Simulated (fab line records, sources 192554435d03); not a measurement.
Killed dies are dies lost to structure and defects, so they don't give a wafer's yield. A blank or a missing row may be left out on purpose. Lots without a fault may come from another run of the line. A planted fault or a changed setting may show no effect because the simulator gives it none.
Split-lot experiment | flow n5_finfet | 7 lots, 21 wafers read, on a route of 1938 steps

THE SPLIT
At N5_BEOL_M12_COAT_04 (resist thk 400 nm), the setting spin_rpm was moved away from the recipe's 1625 rpm on 5 of the 21 wafers read, by -9.2% to +9.4%. The other wafers ran this setting at the recipe's value.

FROM THE SPLIT TO THE READING: what the file shows between them, 4 steps
- N5_BEOL_M12_PEB_08: peb time 90 s (also split here: peb_time_s)
- N5_BEOL_M12_DEVELOP_09: develop time 45 s
- N5_BEOL_M12_HARDBAKE_14: time 120 s
- N5_BEOL_M12_DESCUM_15: chemistry O2, time 7.9 s

THE READING
coat_of_BEOL_M12_COAT_04.thk_nm (the simulator's own value, which no gauge read), in nm, at N5_BEOL_M12_ETCH_59 (etches BARC in N2/H2, target depth 89 nm, overetch 26.7 nm, time 67.9 s). The file gives no usual value for it. The 16 wafers here that ran the recipe average 316.6 nm, standard deviation 1.7 nm.

wafer  | tool, chamber at the split | spin_rpm as run, rpm | against the recipe | coat_of_BEOL_M12_COAT_04.thk_nm, nm | against lot-mates on the recipe
L079.3 | litho_track-01, 0          | 1625                 | recipe             | 320.6                               | -
L079.4 | litho_track-01, 0          | 1625                 | recipe             | 314.6                               | -
L079.6 | litho_track-01, 0          | 1476                 | -9.2%              | 338.6                               | +21.0
L081.1 | litho_track-01, 0          | 1777                 | +9.4%              | 301.4                               | -13.9
L081.2 | litho_track-01, 0          | 1625                 | recipe             | 315                                 | -
L081.4 | litho_track-01, 0          | 1625                 | recipe             | 315.6                               | -
L088.1 | litho_track-01, 0          | 1479                 | -9.0%              | 333.4                               | +18.7
L088.3 | litho_track-01, 0          | 1625                 | recipe             | 314.2                               | -
L088.4 | litho_track-01, 0          | 1625                 | recipe             | 315.2                               | -
L091.2 | litho_track-01, 0          | 1625                 | recipe             | 318                                 | -
L091.3 | litho_track-01, 0          | 1625                 | recipe             | 316.2                               | -
L091.5 | litho_track-01, 0          | 1625                 | recipe             | 316                                 | -
L094.3 | litho_track-01, 0          | 1726                 | +6.2%              | 305.8                               | -13.4
L094.4 | litho_track-01, 0          | 1625                 | recipe             | 319.2                               | -
L094.6 | litho_track-01, 0          | 1726                 | +6.2%              | 307.6                               | -11.6
L096.3 | litho_track-01, 0          | 1625                 | recipe             | 317.6                               | -
L096.4 | litho_track-01, 0          | 1625                 | recipe             | 316.6                               | -
L096.6 | litho_track-01, 0          | 1625                 | recipe             | 318.2                               | -
L095.2 | litho_track-01, 0          | 1625                 | recipe             | 316.2                               | -
L095.3 | litho_track-01, 0          | 1625                 | recipe             | 315.6                               | -
L095.6 | litho_track-01, 0          | 1625                 | recipe             | 316.4                               | -

THE FIT
A straight line over all 21 wafers: coat_of_BEOL_M12_COAT_04.thk_nm changes by -1.88 nm for each +1% of spin_rpm; r = -0.97; the points scatter about the line by 2 nm.
The same after taking each lot's own level away (the mean of its wafers on the recipe; 21 wafers): -1.96 nm for each +1%; r = -0.98; scatter 1.6 nm.
On that fit, the largest move of spin_rpm shifts the reading by 18 nm.
The lots' own levels span 314.70 to 319.20 nm, that is 2.7 times the standard deviation above.
So the lot-to-lot level changes the slope little: the two slopes agree.
Check: with one of the wafers moved furthest among these (+9.4%) left out of the fit, the line predicts -19.8 nm for it against its lot-mates. It came out at -13.9 nm against them.

OTHER SPLITS ON THESE WAFERS
These wafers also went through other splits before the reading. Each is held against what the fit with the lots' levels taken away leaves over:
other split on the same wafers | wafers away from the commonest value | r with coat_of_BEOL_M12_COAT_04.thk_nm (lot level and that fit taken away)
N5_BEOL_M9_EXPOSE_08 dose_mj   | 9                                    | +0.14
N5_BEOL_M10_ILD_DEP_00 time_s  | 8                                    | +0.16
N5_BEOL_M11_COAT_63 spin_rpm   | 3                                    | +0.09
N5_BEOL_M11_COAT_22 spin_rpm   | 6                                    | -0.24
N5_BEOL_M12_PEB_08 peb_time_s  | 11                                   | +0.25

THE WHOLE CHAIN: every reading that the file lists as answering this split, in the file's order
step                 | what it does                                                            | reading                                                                          | change (the file's fit)              | r (the file's)
N5_BEOL_M12_COAT_04  | resist thk 400 nm                                                       | coat_of_BEOL_M12_COAT_04.thk_nm (the simulator's own value, which no gauge read) | -2 nm for each +1% of the setting    | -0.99
N5_BEOL_M12_ETCH_59  | etches BARC in N2/H2, target depth 89 nm, overetch 26.7 nm, time 67.9 s | coat_of_BEOL_M12_COAT_04.thk_nm (the simulator's own value, which no gauge read) | -1.95 nm for each +1% of the setting | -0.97
N5_BEOL_M12_STRIP_63 | strips in N2/H2                                                         | strip_time_to_endpoint_s                                                         | withheld for each +1% of the setting | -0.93

THE FILE'S OWN FIT
coat_of_BEOL_M12_COAT_04.thk_nm changes by -1.95 nm for each +1% of spin_rpm, r = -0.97.
